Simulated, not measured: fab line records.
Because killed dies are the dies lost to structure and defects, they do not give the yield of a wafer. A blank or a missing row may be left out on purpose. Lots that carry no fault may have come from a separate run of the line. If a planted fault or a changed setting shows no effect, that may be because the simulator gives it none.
Split-lot trial :: flow n5Finfet :: route with 1938 steps; 7 lots, 21 wafers read

THE SPLIT
At N5_BEOL_M3_PECVD_72 (deposits SiO2 from TEOS/O2, target thk 16 nm, time 18 s), the setting tempC was moved away from the recipe's 400 C on 8 of the 21 wafers read, by -4.3% to +2.6%. The other wafers ran this setting at the recipe's value.

FROM THE SPLIT TO THE READING: what the file shows between them, 3 steps
- N5_BEOL_M3_HM_DEP_02: deposits TiN, target thk 20 nm
- N5_BEOL_M3_COAT_61: time 60 s, resist thk 60 nm
- N5_BEOL_M3_STRIP_97: strips in N2/H2, time 10 s

THE READING
SiO2_of_BEOL_M3_PECVD_72.thkNm (the simulator's own value, which no gauge read), in nm, at N5_BEOL_M3_HM_STRIP_39 (strips TiN in peroxide tin strip, target depth 25 nm, time 158 s). There is no usual value for it anywhere in the file. The 13 wafers here that ran the recipe average 15.9 nm, standard deviation 0.26 nm.

wafer: L076.1
tool, chamber at the split: pecvd-03, 1
tempC as run, C: 389.8
against the recipe: -2.5%
SiO2_of_BEOL_M3_PECVD_72.thkNm, nm: 16.4
against lot-mates on the recipe: +0.6

wafer: L076.5
tool, chamber at the split: pecvd-03, 1
tempC as run, C: 389.8
against the recipe: -2.5%
SiO2_of_BEOL_M3_PECVD_72.thkNm, nm: 16.8
against lot-mates on the recipe: +1.0

wafer: L076.6
tool, chamber at the split: pecvd-03, 0
tempC as run, C: 400
against the recipe: recipe
SiO2_of_BEOL_M3_PECVD_72.thkNm, nm: 15.8
against lot-mates on the recipe: -

wafer: L078.2
tool, chamber at the split: pecvd-01, 2
tempC as run, C: 400
against the recipe: recipe
SiO2_of_BEOL_M3_PECVD_72.thkNm, nm: 15.8
against lot-mates on the recipe: -

wafer: L078.3
tool, chamber at the split: pecvd-01, 1
tempC as run, C: 405.6
against the recipe: +1.4%
SiO2_of_BEOL_M3_PECVD_72.thkNm, nm: 14.8
against lot-mates on the recipe: -1.0

wafer: L078.5
tool, chamber at the split: pecvd-01, 2
tempC as run, C: 405.6
against the recipe: +1.4%
SiO2_of_BEOL_M3_PECVD_72.thkNm, nm: 15.2
against lot-mates on the recipe: -0.6

wafer: L087.1
tool, chamber at the split: pecvd-04, 0
tempC as run, C: 382.8
against the recipe: -4.3%
SiO2_of_BEOL_M3_PECVD_72.thkNm, nm: 17.8
against lot-mates on the recipe: +1.4

wafer: L087.5
tool, chamber at the split: pecvd-04, 0,2
tempC as run, C: 400
against the recipe: recipe
SiO2_of_BEOL_M3_PECVD_72.thkNm, nm: 16.4
against lot-mates on the recipe: -

wafer: L087.6
tool, chamber at the split: pecvd-04, 0,2
tempC as run, C: 400
against the recipe: recipe
SiO2_of_BEOL_M3_PECVD_72.thkNm, nm: 16.4
against lot-mates on the recipe: -

wafer: L088.1
tool, chamber at the split: pecvd-04, 0
tempC as run, C: 400
against the recipe: recipe
SiO2_of_BEOL_M3_PECVD_72.thkNm, nm: 16
against lot-mates on the recipe: -

wafer: L088.3
tool, chamber at the split: pecvd-04, 1
tempC as run, C: 400
against the recipe: recipe
SiO2_of_BEOL_M3_PECVD_72.thkNm, nm: 15.6
against lot-mates on the recipe: -

wafer: L088.6
tool, chamber at the split: pecvd-04, 1
tempC as run, C: 400
against the recipe: recipe
SiO2_of_BEOL_M3_PECVD_72.thkNm, nm: 15.6
against lot-mates on the recipe: -

wafer: L089.4
tool, chamber at the split: pecvd-03, 0
tempC as run, C: 410.6
against the recipe: +2.6%
SiO2_of_BEOL_M3_PECVD_72.thkNm, nm: 15
against lot-mates on the recipe: -0.8

wafer: L089.5
tool, chamber at the split: pecvd-03, 2
tempC as run, C: 400
against the recipe: recipe
SiO2_of_BEOL_M3_PECVD_72.thkNm, nm: 15.8
against lot-mates on the recipe: -

wafer: L089.6
tool, chamber at the split: pecvd-03, 1
tempC as run, C: 410.6
against the recipe: +2.6%
SiO2_of_BEOL_M3_PECVD_72.thkNm, nm: 14.8
against lot-mates on the recipe: -1.0

wafer: L091.1
tool, chamber at the split: pecvd-03, 0
tempC as run, C: 400
against the recipe: recipe
SiO2_of_BEOL_M3_PECVD_72.thkNm, nm: 15.8
against lot-mates on the recipe: -

wafer: L091.4
tool, chamber at the split: pecvd-03, 0
tempC as run, C: 405.6
against the recipe: +1.4%
SiO2_of_BEOL_M3_PECVD_72.thkNm, nm: 15.6
against lot-mates on the recipe: -0.3

wafer: L091.6
tool, chamber at the split: pecvd-03, 1
tempC as run, C: 400
against the recipe: recipe
SiO2_of_BEOL_M3_PECVD_72.thkNm, nm: 16
against lot-mates on the recipe: -

wafer: L094.2
tool, chamber at the split: pecvd-03, 2
tempC as run, C: 400
against the recipe: recipe
SiO2_of_BEOL_M3_PECVD_72.thkNm, nm: 15.6
against lot-mates on the recipe: -

wafer: L094.5
tool, chamber at the split: pecvd-03, 2,1
tempC as run, C: 400
against the recipe: recipe
SiO2_of_BEOL_M3_PECVD_72.thkNm, nm: 16
against lot-mates on the recipe: -

wafer: L094.6
tool, chamber at the split: pecvd-03, 2,1
tempC as run, C: 400
against the recipe: recipe
SiO2_of_BEOL_M3_PECVD_72.thkNm, nm: 16
against lot-mates on the recipe: -
Where a row lists several chambers, the file gives one row for several wafers and doesn't say which wafer went through which chamber.

THE FIT
A straight line over all 21 wafers: SiO2_of_BEOL_M3_PECVD_72.thkNm changes by -0.389 nm for each +1% of tempC; r = -0.91; the points scatter about the line by 0.29 nm.
The same after taking each lot's own level away (the mean of its wafers on the recipe; 21 wafers): -0.341 nm for each +1%; r = -0.95; scatter 0.18 nm.
According to that fit, moving tempC by its largest amount changes the reading by 1.5 nm.
The lots' own levels span 15.73 to 16.40 nm, that is 2.6 times the standard deviation above.
In other words, the slope is changed by the lot-to-lot level; the two fits disagree.
Check: for one of the wafers moved furthest among these (-4.3%), held out of the fit, the line's prediction against its lot-mates is +1.46 nm. Against them it came out at +1.4 nm.

OTHER SPLITS APPLIED TO THESE WAFERS
These wafers also went through other splits before the reading. Each is held against what the fit with the lots' levels taken away leaves over:
other split on the same wafers: N5_MOL_CONTACT_COAG_ALD_123 aldCycles
wafers away from the commonest value: 6
r with SiO2_of_BEOL_M3_PECVD_72.thkNm (lot level and that fit taken away): +0.04

other split on the same wafers: N5_MOL_CONTACT_COAG_COAT_76 spinRpm
wafers away from the commonest value: 6
r with SiO2_of_BEOL_M3_PECVD_72.thkNm (lot level and that fit taken away): +0.23

other split on the same wafers: N5_MOL_CONTACT_COAG_ETCH_124 biasW
wafers away from the commonest value: 10
r with SiO2_of_BEOL_M3_PECVD_72.thkNm (lot level and that fit taken away): -0.14

other split on the same wafers: N5_BEOL_M0_SAQP_ETCH_106 targetDepthA
wafers away from the commonest value: 6
r with SiO2_of_BEOL_M3_PECVD_72.thkNm (lot level and that fit taken away): +0.20

other split on the same wafers: N5_BEOL_M0_SAQP_ETCH_107 biasW
wafers away from the commonest value: 8
r with SiO2_of_BEOL_M3_PECVD_72.thkNm (lot level and that fit taken away): +0.33

other split on the same wafers: N5_BEOL_M0_SPUTTER_116 timeS
wafers away from the commonest value: 10
r with SiO2_of_BEOL_M3_PECVD_72.thkNm (lot level and that fit taken away): -0.05

other split on the same wafers: N5_BEOL_M1_HM_DEP_02 targetThkA
wafers away from the commonest value: 7
r with SiO2_of_BEOL_M3_PECVD_72.thkNm (lot level and that fit taken away): +0.37

other split on the same wafers: N5_BEOL_M1_COAT_61 spinRpm
wafers away from the commonest value: 6
r with SiO2_of_BEOL_M3_PECVD_72.thkNm (lot level and that fit taken away): +0.26

THE WHOLE CHAIN: every reading that the file lists as answering this split, in the file's order
step: N5_BEOL_M3_PECVD_72
what it does: deposits SiO2 from TEOS/O2, target thk 16 nm, time 18 s
reading: SiO2_of_BEOL_M3_PECVD_72.thkNm (the simulator's own value, which no gauge read)
change (the file's fit): -0.337 nm for each +1% of the setting
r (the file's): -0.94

step: N5_BEOL_M3_HM_STRIP_39
what it does: strips TiN in peroxide tin strip, target depth 25 nm, time 158 s
reading: SiO2_of_BEOL_M3_PECVD_72.thkNm (the simulator's own value, which no gauge read)
change (the file's fit): -0.334 nm for each +1% of the setting
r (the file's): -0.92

THE FILE'S OWN FIT
SiO2_of_BEOL_M3_PECVD_72.thkNm changes by -0.334 nm for each +1% of tempC, r = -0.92.
